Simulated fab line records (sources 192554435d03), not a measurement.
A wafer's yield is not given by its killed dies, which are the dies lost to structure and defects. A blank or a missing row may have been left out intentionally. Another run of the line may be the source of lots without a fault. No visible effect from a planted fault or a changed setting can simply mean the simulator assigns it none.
3 desks looking at one fault    flow n5-finfet    what lay behind the numbers comes last; until then each desk has only its own

TOOL OWNER'S DESK, litho-track-03
The tool's own readings at N5_BEOL_M11_COAT_05 (resist thk 90 nm): means of the sampled wafers that have a number, for each lot that ran on this tool. Any lot whose mean is over 4 standard deviations away from the usual mean is out of limits and marked OUT; that distance is given in the brackets.
Columns: A = spin-speed-rpm at N5_BEOL_M11_COAT_05, usual 1500.0 rpm
lot   first seen here  A
L807  day 14 02:23     1469.6 (-30) OUT
L806  day 14 16:15     1472.2 (-28) OUT
This desk finds L806, L807 out of limits, L807 being first, at day 14 02:23 (spin-speed-rpm at N5_BEOL_M11_COAT_05). In limits: none.

THE DEFECT DESK
For each lot, the counts of the inspections along the route, averaged over the sampled wafers that have a number. Any lot whose mean is over 4 standard deviations away from the usual mean is out of limits and marked OUT; that distance is given in the brackets.
Columns: A = raw-defect-count at N5_BEOL_M10_INSPECT_58, usual 83; B = raw-defect-count at N5_BEOL_M11_INSPECT_13, usual 462
lot   first seen here  A   B
L794  day 10 12:16     79  391
L799  day 13 04:09     68  519
L807  day 13 23:50     82  519
L806  day 14 14:43     61  569
L812  day 15 18:04     53  479
L816  day 16 00:35     45  415
This desk's finding: nothing out of limits on any of the 6 lots.

METROLOGY DESK
Means of the sampled wafers that have a number, per lot and without regard to the tool the lot ran on: this is what the gauges read. Any lot whose mean is over 4 standard deviations away from the usual mean is out of limits and marked OUT; that distance is given in the brackets.
Columns: A = M10_THK at N5_BEOL_M10_THK_MEAS_53, usual 141.9 nm; B = M10_RS at N5_BEOL_M10_RS_MEAS_57, usual 0.1505 ohm/sq; C = M11_ILD_THK at N5_BEOL_M11_THK_MEAS_01, usual 267.0 nm; D = cd-nm at N5_BEOL_M11_CD_MEAS_11, usual 64.0 nm; E = M11_OVL at N5_BEOL_M11_OVL_MEAS_12, usual 0.3 nm
lot   first seen here  A      B       C      D     E
L794  day 10 12:05     139.9  0.1505  267.1  64.3  0.5
L799  day 13 03:59     141.0  0.1503  267.7  63.8  0.3
L807  day 13 23:41     140.7  0.1515  266.6  63.5  1.5
L806  day 14 14:34     142.0  0.1504  268.2  63.0  0.5
L812  day 15 17:54     141.7  0.1522  267.2  63.2  -0.2
L816  day 16 00:26     138.2  0.1550  266.7  64.0  0.1
This desk's finding: nothing out of limits on any of the 6 lots.

ALL TOGETHER
An alarm could have come from the tool owner's desk at day 14 02:23, on L806, L807.
Nothing the defect desk looked at was out of limits.
Metrology desk: nothing out of limits seen.
The defect desk has L806, L807 on record, within its limits.
The metrology desk has L806, L807 on record, within its limits.
The lots listed all ran N5_BEOL_M11_COAT_05 on litho-track-03.

WHAT THE SIMULATOR HAD PUT IN
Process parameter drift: litho-track-03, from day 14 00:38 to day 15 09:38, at N5_BEOL_M11_COAT_05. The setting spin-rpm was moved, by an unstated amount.
Struck lots among those shown: L806, L807.
Hours from the fault's start to each desk's first reading out of limits: the tool owner's desk, 2.
